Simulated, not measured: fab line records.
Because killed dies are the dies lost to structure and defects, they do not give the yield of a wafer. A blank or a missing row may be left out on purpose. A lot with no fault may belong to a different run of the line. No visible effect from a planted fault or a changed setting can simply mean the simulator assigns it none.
Matching of chambers -- flow n5_finfet -- N5_MOL_CONTACT_COAG_ETCH_91 on rie_diel-01: 4 sister chambers
The step etches SOC in N2/H2, target depth 60 nm, overetch 21 nm, time 101.2 s. 14 wafers are shown with their chamber, then 6 later ones without.

== WAFERS, EACH WITH ITS CHAMBER ==
wafer,chamber,drypump_motor_current_A (A),showerhead_plenum_p_Torr (Torr),oes_product_au (a.u.)
L839.2,3,5.2,2.49,0.74
L839.4,3,5.2,2.49,0.75
L839.5,0,5.1,2.48,0.72
L841.1,3,5.2,2.49,0.74
L841.2,0,5.1,2.48,0.72
L841.3,2,5.8,2.54,0.60
L843.2,1,5.6,2.60,0.78
L843.3,3,5.2,2.48,0.73
L843.5,2,5.8,2.54,0.60
L844.1,2,5.8,2.53,0.60
L844.4,0,5.1,2.48,0.70
L844.6,0,5.1,2.48,0.71
L845.2,2,5.7,2.53,0.60
L845.3,1,5.6,2.60,0.77

SIGNATURES (averages over the wafers above)
reading,chamber 0,chamber 1,chamber 2,chamber 3,scatter within a chamber
drypump_motor_current_A,5.100,5.600,5.775,5.200,0.0274
showerhead_plenum_p_Torr,2.4800,2.6000,2.5350,2.4875,0.00418
oes_product_au,0.7125,0.7750,0.6000,0.7400,0.00725
Rule: for each reading, subtract the chamber's mean from the wafer's reading, divide by that reading's scatter and square the result; add these up over the readings and take the root, which gives the wafer's distance from the chamber. If the next closest chamber is less than 2 further off than the closest, the wafer can't be placed; otherwise it belongs to the closest. The scatter: take each reading less its chamber's mean, square it, sum over the shown wafers, divide by the number of wafers less the number of chambers, and take the root.

== WAFERS WITH NO CHAMBER GIVEN ==
wafer,drypump_motor_current_A (A),showerhead_plenum_p_Torr (Torr),oes_product_au (a.u.)
L845.6,5.6,2.60,0.77
L857.1,5.2,2.47,0.70
L857.2,5.6,2.59,0.73
L857.6,5.8,2.52,0.58
L858.3,5.1,2.47,0.67
L858.4,5.8,2.52,0.58

== EACH ONE'S CHAMBER ==
wafer,from the rows above,in truth
L845.6,1,1
L857.1,0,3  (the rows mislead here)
L857.2,1,1
L857.6,2,2
L858.3,0,0
L858.4,2,2
Placed correctly: 5 of 6. Left unplaced by these rows: 0. Number placed wrongly: 1.
